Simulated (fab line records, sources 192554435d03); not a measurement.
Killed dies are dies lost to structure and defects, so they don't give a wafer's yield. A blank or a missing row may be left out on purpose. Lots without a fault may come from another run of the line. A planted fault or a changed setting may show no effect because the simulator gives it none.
Which tool did it? | flow n5_finfet | 10 lots, 28 wafers sampled, at 2 steps of a route of 1938

WHAT THE GAUGES READ, wafer by wafer
N5_BEOL_M0_SAQP_OVL_MEAS_41.
lot  | measured     | on         | M0_CUT1_OVL (nm)
L116 | day 5 20:29  | overlay-02 | -0.5 -0.1 -0.2
L119 | day 6 17:12  | overlay-01 | 0.2 -0.6 -0.5
L122 | day 7 10:19  | overlay-01 | -1.2 -0.7
L129 | day 9 06:16  | overlay-01 | -0.1 -0.2 0.4
L133 | day 10 03:14 | overlay-01 | -1.1 -0.6 -1.1
L134 | day 10 10:55 | overlay-01 | -0.6 0.3 -0.4
L135 | day 10 15:31 | overlay-02 | -0.3 0.1 -0.7
L136 | day 10 18:51 | overlay-02 | -0.3 0.1
L137 | day 11 02:39 | overlay-01 | -0.5 -0.1 -0.7
L138 | day 11 10:26 | overlay-01 | -0.1 0.4 0.3

WHICH TOOL RAN EACH LOT (tool, then ch and the chambers of the sampled wafers, then the start)
lot  | N5_BEOL_M0_SAQP_RECESS_104
L116 | vapor_etch-02 ch 0,1, day 5 18:23
L119 | vapor_etch-02 ch 0,1, day 6 15:22
L122 | vapor_etch-02 ch 1, day 7 08:19
L129 | vapor_etch-01 ch 0,1, day 9 03:34
L133 | vapor_etch-01 ch 0,1, day 10 01:04
L134 | vapor_etch-02 ch 0,1, day 10 08:49
L135 | vapor_etch-02 ch 0,1, day 10 13:22
L136 | vapor_etch-02 ch 0,1, day 10 16:50
L137 | vapor_etch-02 ch 0,1, day 10 23:04
L138 | vapor_etch-02 ch 0,1, day 11 07:08
- N5_BEOL_M0_SAQP_RECESS_104: chemistry HF/NH3, target SiO2, target depth 18 nm, afs cycles 3, sublimation time 60 s.

THE ANSWER, worked out from the rows above alone
Rule: what is usual is taken from the lots themselves. Put in order of their means at a reading, lots are off if they are a third of the lots or fewer, leave a main group of 4 or more, and stand apart from it by a gap of 3 or more times the standard deviation of the main group's means; of several such gaps the widest counts. A main group whose means are all the same, to the digits that the tables above print for the reading, isn't used. A lot without any number at a reading at which 4 lots or more have one is off too. The other lots that the step has rows for count as sound.
No lot is off at any reading shown: from this, nothing can be told.

WHAT THE SIMULATOR HAD PUT IN
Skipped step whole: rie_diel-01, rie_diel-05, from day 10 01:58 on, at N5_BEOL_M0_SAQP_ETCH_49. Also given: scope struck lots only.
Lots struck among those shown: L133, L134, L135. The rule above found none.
